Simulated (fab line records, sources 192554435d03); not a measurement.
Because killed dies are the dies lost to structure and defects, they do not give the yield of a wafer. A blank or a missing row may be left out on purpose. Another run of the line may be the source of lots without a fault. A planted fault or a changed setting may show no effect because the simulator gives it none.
Matching of chambers | flow n5Finfet | N5_BEOL_M1_DESCUM_33 on rieDiel-02 has 3 sister chambers
The step chemistry O2, time 7 s. 6 wafers are shown with their chamber, then 6 later ones without.

== WAFERS WITH THEIR CHAMBER ==
wafer  | chamber | oesProductAu (a.u.) | rfVppV (V)
L085.5 | 3       | 0.83                | 242.2
L088.1 | 0       | 0.75                | 242.8
L088.4 | 1       | 0.69                | 241.2
L088.5 | 0       | 0.75                | 241.9
L089.2 | 3       | 0.82                | 243.9
L089.4 | 1       | 0.68                | 242.4

== WAFERS WITHOUT THEIR CHAMBER ==
wafer  | oesProductAu (a.u.) | rfVppV (V)
L091.1 | 0.74                | 243.3
L091.3 | 0.68                | 239.8
L091.6 | 0.82                | 244.4
L094.1 | 0.69                | 242.1
L094.4 | 0.82                | 243.4
L094.5 | 0.68                | 241.4

== THE CHAMBER EACH PASSED THROUGH ==
wafer  | from the rows above | in truth
L091.1 | 0                   | 0
L091.3 | 1                   | 1
L091.6 | 3                   | 3
L094.1 | 1                   | 1
L094.4 | 3                   | 3
L094.5 | 1                   | 1
Correct placement for 6 of the 6. Not placeable from these rows: 0. Number placed wrongly: 0.
How it was worked out, from the rows above alone: a wafer's distance from a chamber is the root of the sum, over the readings, of the square of ((its reading less the chamber's mean) divided by the reading's scatter). If the next closest chamber is less than 2 further off than the closest, the wafer can't be placed; otherwise it belongs to the closest. The mean given for a chamber averages the wafers shown for that chamber. The scatter is the square root of a quotient: the sum, over the shown wafers, of each reading's squared deviation from its chamber's mean, divided by wafers minus chambers.
